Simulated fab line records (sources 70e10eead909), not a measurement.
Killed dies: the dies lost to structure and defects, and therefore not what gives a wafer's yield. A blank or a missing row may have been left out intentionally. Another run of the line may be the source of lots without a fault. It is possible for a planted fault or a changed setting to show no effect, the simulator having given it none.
fab line records ; flow nand-harc
record lots=15; wafers=45; last-day=33
route steps=1302 shown A_M1@1189
lots untouched by any fault: they come from a run of this same line in which no faults occurred
start-h: hours from the record's opening day to when the first of the lot's shown wafers began ; wait-h: how many hours have passed since the lot's step before this one ; " repeats the value in the row above ; L1.1+2: a row that stands for several wafers ; - either no value or no given start ; * or withheld: withheld ; < > ~ a bound
route shown NAME@n: NAME is a module with steps in the file, n the number in the route of the first one ; usual: mean/standard deviation taken from wafers without a fault ; same: alike in all rows ; chamber/n: place in a boat ; sites: readings site by site ; _std_site: the standard deviation of these ; _edge_site: the outer-site mean with the inner-site mean subtracted ; radius-mm: how far each site lies from the wafer's centre ; mask NAME#n: copy n ; behind: the tool/chamber that last shaped the wafer ; hold: what put the lot on hold/how long, in hours/how the hold closed ; device: which transistor (n, p or np) failed to switch ; end of line: the tests these same wafers got at the end of their route ; a step without rows: its recipe alone ; killed: dies that structure and defects cost at the first sort, which is not the same as the wafer's yield ; map: shows each die of a wafer: x if killed, . if not, _ if none is there
set.NAME: the setting as run; set.NAME@STEP: as run at that earlier step ; model.NAME: the simulator's own value behind a step, which no gauge read
steps of the route over a sample of lots; a table a step, a row a wafer
services: a tool's chamber out of use, with start hour (start-h, from the record's first day; less than 0 if before it), hours out, and reason
## steps
# step NHARC_A_M1_DEGAS_29
# recipe temp-c=250; time-s=60
# usual heater-power-w=322/36
lot.wafer;tool;chamber;start-h;wait-h;heater-power-w
L351.1;pvd-sputter-01;-;540.75;-;248
L351.4;pvd-sputter-01;-;540.75;-;357
L351.6;pvd-sputter-01;-;540.75;-;347
L354.1;pvd-sputter-01;-;551.96;-;296
L354.2;pvd-sputter-01;-;551.96;-;244
L354.6;pvd-sputter-01;-;551.96;-;344
L352.2;pvd-sputter-01;-;554.43;-;250
L352.3;pvd-sputter-01;-;554.43;-;357
L352.4;pvd-sputter-01;-;554.43;-;356
L353.3;pvd-sputter-03;-;562.78;-;350
L353.2;pvd-sputter-03;-;562.78;-;311
L353.1;pvd-sputter-03;-;562.78;-;359
L355.2;pvd-sputter-02;-;594.00;-;294
L355.6;pvd-sputter-02;-;594.00;-;302
L355.5;pvd-sputter-02;-;594.00;-;287
L357.1;pvd-sputter-02;-;601.99;-;364
L357.3;pvd-sputter-02;-;601.99;-;334
L357.5;pvd-sputter-02;-;601.99;-;372
L358.4;pvd-sputter-03;-;616.96;-;318
L358.2;pvd-sputter-03;-;616.96;-;293
L358.5;pvd-sputter-03;-;616.96;-;347
L360.4;pvd-sputter-03;-;646.65;-;289
L360.1;pvd-sputter-03;-;646.65;-;352
L360.6;pvd-sputter-03;-;646.65;-;313
L363.2;pvd-sputter-02;-;648.94;-;299
L363.5;pvd-sputter-02;-;648.94;-;289
L363.6;pvd-sputter-02;-;648.94;-;286
L361.1;pvd-sputter-01;-;656.25;-;364
L361.2;pvd-sputter-01;-;656.25;-;316
L361.5;pvd-sputter-01;-;656.25;-;342
L369.4;pvd-sputter-01;-;729.68;-;315
L369.6;pvd-sputter-01;-;729.68;-;260
L369.5;pvd-sputter-01;-;729.68;-;366
L371.4;pvd-sputter-02;-;733.68;-;323
L371.3;pvd-sputter-02;-;733.68;-;290
L371.5;pvd-sputter-02;-;733.68;-;328
L370.3;pvd-sputter-02;-;736.19;-;292
L370.1;pvd-sputter-02;-;736.19;-;375
L370.6;pvd-sputter-02;-;736.19;-;286
L372.1;pvd-sputter-01;-;747.61;-;266
L372.4;pvd-sputter-01;-;747.61;-;362
L372.6;pvd-sputter-01;-;747.61;-;336
L373.4;pvd-sputter-02;-;748.70;-;288
L373.3;pvd-sputter-02;-;748.70;-;373
L373.6;pvd-sputter-02;-;748.70;-;282
# step NHARC_A_M1_ANNEAL_31
# recipe temp-c=225; time-s=90
# usual anneal-temp-c=225.00/0.15; anneal-temp-c-max=225.76/0.19; wafer_temp_C_max=226.1/0.31
lot.wafer;tool;chamber;start-h;wait-h;anneal-temp-c;anneal-temp-c-max;wafer_temp_C_max
L351.1;rtp-anneal-02;0;541.49;0.3;224.84;225.69;226.8
L351.4;rtp-anneal-02;0;541.49;0.3;224.77;225.61;226.0
L351.6;rtp-anneal-02;0;541.49;0.3;224.77;225.73;226.3
L354.1;rtp-anneal-02;0;552.69;0.3;224.86;225.86;226.4
L354.2;rtp-anneal-02;0;552.69;0.3;224.85;225.81;226.4
L354.6;rtp-anneal-02;0;552.69;0.3;224.86;225.78;226.1
L352.2;rtp-anneal-02;0;555.21;0.4;224.89;225.64;226.4
L352.3;rtp-anneal-02;0;555.21;0.4;224.99;225.76;226.5
L352.4;rtp-anneal-02;0;555.21;0.4;225.18;225.94;226.5
L353.1;rtp-anneal-02;0;563.51;-;224.93;225.58;226.3
L353.2;rtp-anneal-02;0;563.51;-;224.89;225.76;226.6
L353.3;rtp-anneal-02;0;563.51;-;225.07;225.85;226.4
L355.2;rtp-anneal-02;0;594.79;0.3;224.81;225.60;226.5
L355.5;rtp-anneal-02;0;594.79;0.3;225.10;226.02;226.7
L355.6;rtp-anneal-02;0;594.79;0.3;224.90;225.66;226.3
L357.1;rtp-anneal-02;0;602.73;0.3;225.19;225.90;226.3
L357.3;rtp-anneal-02;0;602.73;0.3;225.20;226.24;226.2
L357.5;rtp-anneal-02;0;602.73;0.3;224.77;225.67;226.2
L358.2;rtp-anneal-01;0;617.76;-;224.97;225.49;226.0
L358.4;rtp-anneal-01;0;617.76;-;224.87;225.72;226.0
L358.5;rtp-anneal-01;0;617.76;-;225.10;225.84;226.1
L360.1;rtp-anneal-02;0;647.37;0.3;225.14;225.84;226.0
L360.4;rtp-anneal-02;0;647.37;0.3;225.14;225.86;226.8
L360.6;rtp-anneal-02;0;647.37;0.3;225.14;225.88;226.3
L363.2;rtp-anneal-02;0;649.72;-;225.03;225.82;226.6
L363.5;rtp-anneal-02;0;649.72;-;224.97;225.96;226.2
L363.6;rtp-anneal-02;0;649.72;-;224.94;225.75;226.2
L361.1;rtp-anneal-01;0;656.99;-;225.07;225.77;225.9
L361.2;rtp-anneal-01;0;656.99;-;225.08;225.73;225.7
L361.5;rtp-anneal-01;0;656.99;-;225.23;225.81;226.1
L369.4;rtp-anneal-02;-;730.58;-;-;-;-
L369.5;rtp-anneal-02;-;730.58;-;-;-;-
L369.6;rtp-anneal-02;-;730.58;-;-;-;-
L371.3;rtp-anneal-02;-;734.56;0.3;-;-;-
L371.4;rtp-anneal-02;-;734.56;0.3;-;-;-
L371.5;rtp-anneal-02;-;734.56;0.3;-;-;-
L370.1;rtp-anneal-02;-;737.06;-;-;-;-
L370.3;rtp-anneal-02;-;737.06;-;-;-;-
L370.6;rtp-anneal-02;-;737.06;-;-;-;-
L372.1;rtp-anneal-01;0;748.33;-;224.89;225.68;225.7
L372.4;rtp-anneal-01;0;748.33;-;225.04;225.58;225.8
L372.6;rtp-anneal-01;0;748.33;-;225.25;225.87;225.7
L373.3;rtp-anneal-01;0;749.55;0.3;225.09;225.57;225.7
L373.4;rtp-anneal-01;0;749.55;0.3;225.18;225.84;225.9
L373.6;rtp-anneal-01;0;749.55;0.3;224.97;225.98;225.9
# step NHARC_A_M1_PRE_CLEAN_32
# recipe time-s=12; temp-c=370; rf-power-w=300; gas=NH3
# usual heater-power-w=640/85
lot.wafer;tool;chamber;start-h;wait-h;heater-power-w
L351.1;pecvd-02;0;542.39;0.1;613
L351.4;pecvd-02;0;542.39;0.1;622
L351.6;pecvd-02;1;542.39;0.1;565
L354.2;pecvd-02;1;553.58;0.1;682
L354.1;pecvd-02;2;553.58;0.1;709
L354.6;pecvd-02;2;553.58;0.1;712
L352.2;pecvd-02;0;556.05;0.1;623
L352.3;pecvd-02;2;556.05;0.1;676
L352.4;pecvd-02;1;556.05;0.1;627
L353.1;pecvd-02;2;564.39;0.1;687
L353.3;pecvd-02;0;564.39;0.1;612
L353.2;pecvd-02;1;564.39;0.1;672
L355.2;pecvd-03;1;595.63;0.1;550
L355.6;pecvd-03;0;595.63;0.1;623
L355.5;pecvd-03;2;595.63;0.1;701
L357.3;pecvd-03;1;603.62;0.1;596
L357.1;pecvd-03;2;603.62;0.1;695
L357.5;pecvd-03;2;603.62;0.1;698
L358.2;pecvd-03;1;618.59;0.1;553
L358.5;pecvd-03;1;618.59;0.1;562
L358.4;pecvd-03;2;618.59;0.1;631
L360.1;pecvd-03;1;648.26;0.1;547
L360.6;pecvd-03;1;648.26;0.1;542
L360.4;pecvd-03;2;648.26;0.1;716
L363.2;pecvd-03;1;650.57;0.1;520
L363.6;pecvd-03;0;650.57;0.1;598
L363.5;pecvd-03;2;650.57;0.1;697
L361.2;pecvd-03;1;657.87;0.1;596
L361.1;pecvd-03;0;657.87;0.1;611
L361.5;pecvd-03;0;657.87;0.1;627
L369.6;pecvd-02;2;731.35;0.1;740
L369.4;pecvd-02;0;731.35;0.1;531
L369.5;pecvd-02;1;731.35;0.1;646
L371.3;pecvd-01;1;735.50;0.2;813
L371.4;pecvd-01;2;735.50;0.2;543
L371.5;pecvd-01;2;735.50;0.2;549
L370.3;pecvd-02;1;737.94;0.1;648
L370.1;pecvd-02;0;737.94;0.1;502
L370.6;pecvd-02;2;737.94;0.1;631
L372.1;pecvd-01;1;749.23;0.1;772
L372.6;pecvd-01;1;749.23;0.1;787
L372.4;pecvd-01;0;749.23;0.1;759
L373.3;pecvd-01;2;750.33;0.1;567
L373.4;pecvd-01;2;750.33;0.1;569
L373.6;pecvd-01;0;750.33;0.1;780
# step NHARC_A_M1_DEP_33
# recipe target-thk-a=300; temp-c=370; target-thk-nm=30; pressure-torr=3; flow-sccm=200; rf-w=450; material=SiCN
# usual heater-power-w=571/88
lot.wafer;tool;chamber;start-h;wait-h;heater-power-w
L351.1;pecvd-02;0;542.50;0.1;473
L351.4;pecvd-02;0;542.50;0.1;455
L351.6;pecvd-02;1;542.50;0.1;532
L354.2;pecvd-02;1;553.69;0.1;615
L354.1;pecvd-02;2;553.69;0.1;579
L354.6;pecvd-02;2;553.69;0.1;580
L352.2;pecvd-02;0;556.12;0.1;521
L352.3;pecvd-02;2;556.12;0.1;565
L352.4;pecvd-02;1;556.12;0.1;532
L353.1;pecvd-02;2;564.47;0.1;583
L353.3;pecvd-02;0;564.47;0.1;550
L353.2;pecvd-02;1;564.47;0.1;539
L355.2;pecvd-03;1;595.74;0.1;502
L355.6;pecvd-03;0;595.74;0.1;538
L355.5;pecvd-03;2;595.74;0.1;594
L357.3;pecvd-03;1;603.70;0.1;457
L357.1;pecvd-03;2;603.70;0.1;638
L357.5;pecvd-03;2;603.70;0.1;651
L358.2;pecvd-03;1;618.67;0.1;452
L358.5;pecvd-03;1;618.67;0.1;459
L358.4;pecvd-03;2;618.67;0.1;638
L360.1;pecvd-03;1;648.34;0.1;554
L360.6;pecvd-03;1;648.34;0.1;560
L360.4;pecvd-03;2;648.34;0.1;582
L363.2;pecvd-03;1;650.68;0.1;497
L363.6;pecvd-03;0;650.68;0.1;549
L363.5;pecvd-03;2;650.68;0.1;569
L361.2;pecvd-03;1;657.95;0.1;471
L361.1;pecvd-03;0;657.95;0.1;458
L361.5;pecvd-03;0;657.95;0.1;464
L369.6;pecvd-02;2;731.51;0.2;625
L369.4;pecvd-02;0;731.51;0.2;473
L369.5;pecvd-02;1;731.51;0.2;597
L371.3;pecvd-01;1;735.71;0.2;718
L371.4;pecvd-01;2;735.71;0.2;461
L371.5;pecvd-01;2;735.71;0.2;460
L370.3;pecvd-02;1;738.02;0.1;584
L370.1;pecvd-02;0;738.02;0.1;545
L370.6;pecvd-02;2;738.02;0.1;682
L372.1;pecvd-01;1;749.31;0.1;759
L372.6;pecvd-01;1;749.31;0.1;787
L372.4;pecvd-01;0;749.31;0.1;734
L373.3;pecvd-01;2;750.41;0.1;471
L373.4;pecvd-01;2;750.41;0.1;465
L373.6;pecvd-01;0;750.41;0.1;721
## services
tool;chamber;start-h;hours;kind
pvd-sputter-01;-;527.98;5.3;repair
pvd-sputter-03;-;534.32;10.0;pm
pecvd-03;-;547.04;13.0;pm
pecvd-03;0;547.04;13.0;vent-cycle
pecvd-03;1;547.04;13.0;vent-cycle
pecvd-03;2;547.04;13.0;vent-cycle
pecvd-03;0;560.04;-;clean
pecvd-03;1;560.04;-;clean
pecvd-03;2;560.04;-;clean
pvd-sputter-01;-;582.00;10.0;pm
pecvd-02;-;589.55;13.0;pm
pecvd-02;0;589.55;13.0;vent-cycle
pecvd-02;1;589.55;13.0;vent-cycle
pecvd-01;-;624.61;0.8;repair
pvd-sputter-02;-;638.00;10.0;pm
pecvd-03;-;656.17;0.4;repair
pecvd-01;-;673.27;13.0;pm
pvd-sputter-03;-;691.71;2.1;repair
pvd-sputter-03;-;712.32;10.0;pm
pecvd-03;-;728.04;13.0;pm
pvd-sputter-01;-;730.29;0.8;repair
pecvd-01;0;732.04;4.3;repair
pvd-sputter-01;-;735.41;2.4;repair
rtp-anneal-02;-;744.00;12.0;pm
## key
first-sign step=NHARC_A_M1_ANNEAL_31; reading=tool-record; direction=missing
effect none on later readings
met-at NHARC_A_M1_ANNEAL_31
struck-lots L369,L370,L371
sort-left-out L369.4,L369.5,L369.6,L370.1,L370.3,L370.6,L371.3,L371.4,L371.5
not-acting-at NHARC_A_M1_DEGAS_29,NHARC_A_M1_PRE_CLEAN_32,NHARC_A_M1_DEP_33
onset-between 649.72 730.58
fault kind=skipped-step-whole; tool=rtp-anneal-02; chamber=-; onset-h=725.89; steps=NHARC_A_M1_ANNEAL_31; scope=struck-lots-only
# sort-left-out: the simulated sort isn't trusted on such a fault, so these wafers' sort isn't shown, and their yield isn't known
